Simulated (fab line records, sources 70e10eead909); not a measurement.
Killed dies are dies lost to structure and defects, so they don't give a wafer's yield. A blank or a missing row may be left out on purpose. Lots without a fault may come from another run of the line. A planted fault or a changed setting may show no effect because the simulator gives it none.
fab line records | flow nand_harc
record lots=12 wafers=36 last_day=25
route steps=1159 shown A_M0@1010 A_M1@1040 END@1159
lots that met no fault: from a run of the same line without faults
start_h: hours from the record's first day to the start of the lot's first wafer shown | wait_h: hours since the lot's step before | " the same as in the row above | L1.1+2: a row that stands for several wafers | - no value, or no start given | * or withheld: withheld | < > ~ a bound
route shown NAME@n: a module of which the file shows steps, and the number in the route of the first | usual: mean/standard deviation of fault-free wafers | same: alike in all rows | chamber/n: place in a boat | sites: the reading at each site | _std_site: their standard deviation | _edge_site: outer sites' mean less inner sites' | radius_mm: how far each site lies from the wafer's centre | mask NAME#n: copy n | behind: the tool/chamber that last shaped the wafer | hold: why the lot was held/for how many hours/how that ended | device: the transistor (n, p or np) that didn't switch | end of line: the same wafers' tests at the end of the route | a step without rows: its recipe alone | killed: dies lost to structure and defects at the first sort, not the wafer's yield | map: a wafer's dies, x killed, . not, _ none there
set.NAME: the setting as run; set.NAME@STEP: as run at that earlier step | model.NAME: the simulator's own value behind a step, which no gauge read
steps of the route over a sample of lots; a table a step, a row a wafer
services: from which hour (start_h, from the record's first day; less than 0 if before it) a tool's chamber was out of use, for how many hours, and why
## steps
# step NHARC_A_M0_CD_MEAS_16
# usual cd_nm=79.5/0.87
# columns lot.wafer tool chamber start_h wait_h cd_nm
L791.2 cd_sem-02 - 395.96 - 78.9
L791.3 " - " " 80.3
L791.4 " - " " 78.0
L790.1 cd_sem-01 - 399.28 - 79.6
L790.5 " - " " 80.8
L790.6 " - " " 80.1
L792.3 cd_sem-01 - 407.36 - 79.9
L792.4 " - " " 80.3
L792.5 " - " " 79.1
L797.1 cd_sem-02 - 428.08 - 79.7
L797.3 " - " " 80.6
L797.4 " - " " 78.6
L804.1 cd_sem-01 - 468.21 - 79.6
L804.5 " - " " 79.3
L804.6 " - " " 79.7
L806.3 cd_sem-01 - 480.87 - 80.2
L806.5 " - " " 80.5
L806.6 " - " " 81.0
L805.1 cd_sem-02 - 493.61 - 79.9
L805.2 " - " " 80.5
L805.5 " - " " 80.8
L809.3 cd_sem-01 - 505.79 - 79.3
L809.4 " - " " 79.7
L809.6 " - " " 79.9
L807.1 cd_sem-01 - 511.53 - 80.1
L807.4 " - " " 80.8
L807.6 " - " " 79.9
L812.1 cd_sem-02 - 532.14 - 79.1
L812.2 " - " " 79.7
L812.5 " - " " 80.0
L811.2 cd_sem-02 - 542.12 - 78.9
L811.4 " - " " 80.1
L811.5 " - " " 79.9
L813.2 cd_sem-02 - 552.11 - 78.6
L813.3 " - " " 79.4
L813.5 " - " " 79.4
# step NHARC_A_M0_DEGAS_28
# recipe temp_c=250 time_s=60
# usual heater_power_w=340/51
# columns lot.wafer tool chamber start_h wait_h heater_power_w
L791.2 pvd_sputter-01 - 396.58 - 344
L791.4 " - " " 335
L791.3 " - " " 329
L790.1 pvd_sputter-03 - 399.96 - 383
L790.6 " - " " 344
L790.5 " - " " 373
L792.4 pvd_sputter-03 - 407.97 - 350
L792.3 " - " " 298
L792.5 " - " " 375
L797.4 pvd_sputter-02 - 428.70 - 315
L797.1 " - " " 379
L797.3 " - " " 287
L804.1 pvd_sputter-03 - 468.83 - 322
L804.5 " - " " 292
L804.6 " - " " 320
L806.3 pvd_sputter-02 - 481.49 - 305
L806.5 " - " " 302
L806.6 " - " " 276
L805.1 pvd_sputter-01 - 494.23 - 499
L805.2 " - " " 365
L805.5 " - " " 493
L809.4 pvd_sputter-03 - 506.41 - 390
L809.3 " - " " 290
L809.6 " - " " 319
L807.4 pvd_sputter-03 - 512.15 - 364
L807.1 " - " " 384
L807.6 " - " " 350
L812.2 pvd_sputter-01 - 532.77 - 326
L812.1 " - " " 454
L812.5 " - " " 332
L811.2 pvd_sputter-03 - 542.79 - 386
L811.4 " - " " 313
L811.5 " - " " 285
L813.2 pvd_sputter-01 - 552.72 - 352
L813.3 " - " " 335
L813.5 " - " " 343
# step NHARC_A_M0_PRE_CLEAN_29
# recipe time_s=30 temp_c=280 gas=H2/He
# usual heater_power_w=420/62
# columns lot.wafer tool chamber start_h wait_h heater_power_w
L791.3 pvd_sputter-01 - - - 414
L791.2 " - " " 402
L791.4 " - " " 406
L790.1 pvd_sputter-03 - - - 474
L790.6 " - " " 401
L790.5 " - " " 430
L792.3 pvd_sputter-03 - - - 362
L792.4 " - " " 400
L792.5 " - " " 367
L797.1 pvd_sputter-02 - - - 461
L797.3 " - " " 361
L797.4 " - " " 330
L804.1 pvd_sputter-03 - - - 362
L804.5 " - " " 358
L804.6 " - " " 389
L806.3 pvd_sputter-02 - - - 361
L806.5 " - " " 365
L806.6 " - " " 324
L805.2 pvd_sputter-01 - - - 421
L805.1 " - " " 402
L805.5 " - " " 609
L809.3 pvd_sputter-03 - - - 483
L809.4 " - " " 396
L809.6 " - " " 438
L807.4 pvd_sputter-03 - - - 479
L807.1 " - " " 380
L807.6 " - " " 473
L812.2 pvd_sputter-01 - - - 402
L812.1 " - " " 414
L812.5 " - " " 384
L811.4 pvd_sputter-03 - - - 358
L811.2 " - " " 447
L811.5 " - " " 348
L813.3 pvd_sputter-01 - - - 399
L813.2 " - " " 419
L813.5 " - " " 389
# step NHARC_A_M1_ETCH_35
# recipe target_depth_a=400 overetch_a=120 time_s=43.94 ion_energy_ev=200 n2_flow_sccm=150 h2_flow_sccm=150 ar_flow_sccm=0 rf_w=400 bias_w=150 chemistry=N2/H2
# usual bias_w=150.0/0.49 drypump_motor_current_A=5.7/0.32 oes_product_au=0.998/0.0081 rf_vpp_V=430.9/2.7 run_length_s=65.5/0.44 showerhead_plenum_p_Torr=2.05/0.093 throttle_valve_pct=14.171/0.0096
# columns lot.wafer tool chamber start_h wait_h bias_w drypump_motor_current_A oes_product_au rf_hours_counter_h rf_vpp_V run_length_s showerhead_plenum_p_Torr throttle_valve_pct
L791.3 rie_diel-01 3 399.94 0.1 148.9 6.1 1.004 2 430.2 65.4 2.02 14.179
L791.4 " 0 " " 150.7 5.4 1.011 2 429.7 65.3 1.99 14.153
L791.2 " 1 " " 148.8 6.0 0.998 2 431.3 65.7 2.06 14.193
L790.1 rie_diel-08 3 403.17 0.1 150.7 5.4 0.988 6 428.7 65.8 1.93 14.170
L790.5 " 3 " " 150.8 5.4 0.984 - 427.3 65.5 1.93 14.172
L790.6 " 0 " " 149.8 6.1 1.005 - 427.7 66.3 2.00 14.175
L792.3 rie_diel-01 0 411.10 0.1 - 5.4 1.001 3 429.9 52.5 1.99 14.169
L792.4 " 1 " " 150.0 6.0 0.989 3 431.9 65.6 2.06 14.165
L792.5 " 0 " " - 5.4 0.998 - 427.7 52.6 1.99 14.178
L797.1 rie_diel-01 1 431.90 0.1 149.5 6.1 1.000 3 431.4 65.4 2.06 14.182
L797.4 " 3 " " 151.0 6.2 0.994 3 428.7 64.9 2.02 14.171
L797.3 " 0 " " - 5.4 0.993 3 431.2 52.5 1.99 14.154
L804.1 rie_diel-08 2 472.05 0.1 149.7 5.8 0.988 10 433.9 65.0 2.19 14.168
L804.5 " 2 " " 150.0 5.8 0.993 - 434.5 65.7 2.19 14.172
L804.6 " 3 " " 150.1 5.4 0.978 - 428.3 66.0 1.93 14.160
L806.3 rie_diel-07 1 485.03 0.1 149.7 5.9 0.990 6 433.7 65.5 2.17 14.174
L806.6 " 3 " " 150.0 5.4 1.010 - 428.8 66.0 1.97 14.173
L806.5 " 0 " " 150.2 5.3 1.003 - 431.9 65.6 2.10 14.159
L805.1 rie_diel-07 3 497.56 0.1 149.7 5.4 0.987 8 427.9 65.9 1.97 14.158
L805.2 " 2 " " 150.9 5.7 0.996 7 425.8 65.5 1.90 14.180
L805.5 " 3 " " 149.9 5.4 0.999 - 429.5 66.1 1.97 14.163
L809.4 rie_diel-01 3 509.63 0.1 149.5 6.2 0.980 0 429.7 65.1 2.02 14.173
L809.3 " 0 " " 150.2 5.4 0.988 0 428.8 64.8 1.99 14.170
L809.6 " 2 " " 150.6 5.4 1.011 - 434.9 65.6 2.18 14.175
L807.1 rie_diel-07 0 515.41 0.1 149.5 5.3 1.010 8 432.0 65.5 2.10 14.160
L807.4 " 1 " " 150.1 5.9 0.981 9 432.8 65.3 2.17 14.171
L807.6 " 1 " " 150.3 5.9 0.988 - 433.9 65.0 2.17 14.178
L812.1 rie_diel-01 2 536.72 0.1 150.2 5.4 1.012 0 433.3 66.3 2.18 14.170
L812.2 " 1 " " 150.1 6.1 0.994 0 431.0 65.5 2.06 14.173
L812.5 " 3 " " 150.8 6.1 0.995 - 431.5 65.2 2.02 14.174
L811.2 rie_diel-07 0 546.24 0.1 150.4 5.3 0.992 9 432.2 65.4 2.10 14.167
L811.5 " 2 " " 149.6 5.7 0.995 - 428.2 65.5 1.90 14.185
L811.4 " 3 " " 149.5 5.4 0.986 - 428.2 66.0 1.97 14.180
L813.2 rie_diel-01 3 555.95 0.1 150.2 6.2 0.990 1 428.5 65.0 2.02 14.174
L813.3 " 1 " " 150.5 6.1 0.991 1 431.3 65.5 2.06 14.161
L813.5 " 0 " " 149.4 5.4 0.989 - 430.3 64.6 1.99 14.179
# step NHARC_END_SORT_01
# recipe temp_c=25
# usual defect_limited_yield=95.7/1.6 killed_at_array=25/9.7 killed_at_other=0.7/0.87 killed_at_periphery=3.3/2.3 killed_dies=29/11 killed_open=3.6/2.1 killed_short=2.3/1.7 sort_bin_2_pct=1.4/0.62 sort_bin_3_pct=0.25/0.21 sort_bin_4_pct=2.7/1 sort_n_pass=648/11 sort_rim_yield_pct=94/3.2 sort_yield_pct=95.7/1.6
# same gross_dies=677 sort_bin_5_pct[%]=0 sort_bin_6_pct[%]=0 sort_bin_7_pct[%]=0 sort_bin_8_pct[%]=0 sort_rim_n_gross=106.00
# columns lot.wafer tool chamber start_h wait_h defect_limited_yield[%] killed_at_array killed_at_other killed_at_periphery killed_dies killed_open killed_short sort_bin_2_pct[%] sort_bin_3_pct[%] sort_bin_4_pct[%] sort_n_pass sort_rim_yield_pct[%] sort_yield_pct[%]
L797.1 prober-02 0 470.33 2.5 95.3 30 0 2 32 4 8 1.5 0.59 2.7 645 92 95.3
L797.3 prober-02 0 471.91 3.1 95.3 30 0 2 32 2 2 1.6 0.30 2.8 645 92 95.3
L797.4 prober-02 0 472.71 3.4 95.9 25 0 3 28 8 0 1.2 0.15 2.8 649 95 95.9
L806.3 prober-01 0 525.26 3.1 96.5 22 1 1 24 1 1 1.3 0.59 1.6 653 93 96.5
L806.5 prober-01 0 526.87 3.7 96.2 23 2 1 26 6 4 1.2 0.15 2.5 651 92 96.2
L806.6 prober-01 0 527.68 4.0 95.4 30 0 1 31 3 2 1.2 0.15 3.2 646 95 95.4
L805.1 prober-02 0 533.15 2.5 95.0 30 0 4 34 2 1 1.5 0 3.5 643 95 95.0
L805.2 prober-02 0 533.95 2.8 93.9 37 1 3 41 2 2 1.8 0.74 3.5 636 93 93.9
L805.5 prober-02 0 536.36 3.7 94.4 32 2 4 38 5 0 1.2 0.59 3.8 639 96 94.4
# killed by level:class
L797.1 A_SLIT:chamber_film_flake=10 A_M0:chamber_film_flake=4 A_CHANNEL_FILL_D1:geometric_particle:short=3 A_M0:geometric_particle:short=3 A_CHANNEL_HOLE_D1:chamber_film_flake=3 A_ONON_D1:geometric_particle:open=2 P_M2:geometric_particle:open=1 A_ONON_D1:geometric_particle:short=1
L797.3 A_SLIT:chamber_film_flake=14 A_CHANNEL_HOLE_D1:chamber_film_flake=5 A_M0:chamber_film_flake=3 A_STAIRCASE:chamber_film_flake=2 A_CONTACT:chamber_film_flake=2 A_ONON_D1:geometric_particle:short=1 A_WL_FILL:geometric_particle:open=1 A_WL_FILL:geometric_particle:short=1
L797.4 A_SLIT:chamber_film_flake=12 A_CHANNEL_HOLE_D1:chamber_film_flake=5 A_CONTACT:geometric_particle:open=2 A_CONTACT:chamber_film_flake=2 P_CONTACT:geometric_particle:open=1 P_M0:geometric_particle:open=1 A_SOURCE_PLATE:geometric_particle:open=1 A_ONON_D1:geometric_particle:open=1
L806.3 A_CHANNEL_HOLE_D1:chamber_film_flake=13 A_CONTACT:chamber_film_flake=3 A_STAIRCASE:chamber_film_flake=2 A_CHANNEL_HOLE_D1:geometric_particle:short=1 A_CONTACT:geometric_particle:open=1 P_STI:chamber_film_flake=1 A_ZERO_WELL:chamber_film_flake=1 A_SLIT:chamber_film_flake=1
L806.5 A_CHANNEL_HOLE_D1:chamber_film_flake=8 A_ONON_D1:geometric_particle:short=3 A_M0:chamber_film_flake=3 A_WL_FILL:geometric_particle:open=2 A_CONTACT:chamber_film_flake=2 P_CONTACT:geometric_particle:open=1 A_CHANNEL_FILL_D1:geometric_particle:short=1 A_CONTACT:geometric_particle:open=1
L806.6 A_CHANNEL_HOLE_D1:chamber_film_flake=18 A_STAIRCASE:chamber_film_flake=5 A_ONON_D1:geometric_particle:open=1 A_CHANNEL_FILL_D1:geometric_particle:short=1 A_WL_FILL:geometric_particle:short=1 A_CONTACT:geometric_particle:open=1 A_BLC:geometric_particle:open=1 P_GATE:chamber_film_flake=1
L805.1 A_SLIT:chamber_film_flake=17 A_CHANNEL_HOLE_D1:chamber_film_flake=6 A_CONTACT:chamber_film_flake=5 P_CONTACT:geometric_particle:open=1 P_M0:geometric_particle:open=1 A_SGD_CUT:geometric_particle:short=1 P_GATE:chamber_film_flake=1 P_CONTACT:chamber_film_flake=1
L805.2 A_SLIT:chamber_film_flake=22 A_WL_FILL:chamber_film_flake=4 A_CHANNEL_HOLE_D1:chamber_film_flake=3 A_STAIRCASE:chamber_film_flake=3 A_ONON_D1:geometric_particle:short=1 A_CHANNEL_FILL_D1:geometric_particle:short=1 A_CHANNEL_FILL_D1:geometric_particle:open=1 A_M0:geometric_particle:open=1
L805.5 A_SLIT:chamber_film_flake=13 A_CONTACT:chamber_film_flake=8 A_CHANNEL_HOLE_D1:chamber_film_flake=6 P_M2:chamber_film_flake=2 A_STAIRCASE:chamber_film_flake=2 P_CONTACT:geometric_particle:open=1 A_CHANNEL_HOLE_D1:geometric_particle:open=1 A_CONTACT:geometric_particle:open=1
## services
# columns tool chamber start_h hours kind
rie_diel-01 0 372.80 - clean
rie_diel-01 1 372.80 - clean
rie_diel-01 2 372.80 - clean
rie_diel-01 3 372.80 - clean
pvd_sputter-02 - 392.00 10.0 pm
rie_diel-01 0 397.30 - clean
rie_diel-01 1 397.30 - clean
rie_diel-07 - 405.20 9.0 pm
rie_diel-01 3 424.43 5.0 repair
rie_diel-07 0 459.11 5.9 repair
pvd_sputter-01 - 464.32 6.8 repair
pvd_sputter-03 - 469.78 10.0 pm
rie_diel-07 0 474.70 5.4 repair
rie_diel-08 2 476.70 2.9 repair
rie_diel-08 - 478.82 9.0 pm
rie_diel-01 - 491.80 9.0 pm
pvd_sputter-03 - 492.24 10.0 repair
rie_diel-01 - 506.68 2.0 repair
pvd_sputter-03 - 508.54 2.2 repair
pvd_sputter-01 - 514.00 10.0 pm
pvd_sputter-02 - 516.52 2.5 repair
rie_diel-01 - 525.14 1.6 repair
pvd_sputter-03 - 535.15 3.3 repair
rie_diel-07 1 541.94 4.9 repair
## key
first_sign step=NHARC_A_M1_ETCH_35 reading=run_length_s direction=down sigmas=29 usual=* struck=*
effect none on later readings
met_at NHARC_A_M1_ETCH_35
struck_lots L792,L797
struck_wafers L792.3,L792.5,L797.3
not_acting_at NHARC_A_M0_CD_MEAS_16,NHARC_A_M0_DEGAS_28,NHARC_A_M0_PRE_CLEAN_29
onset_between 399.94 411.10
fault kind=process_parameter_drift tool=rie_diel-01 chamber=0 onset_h=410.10 steps=NHARC_A_M1_ETCH_35 channel=time_s offset=* shape=step end_h=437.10 acts_in=* stated=*
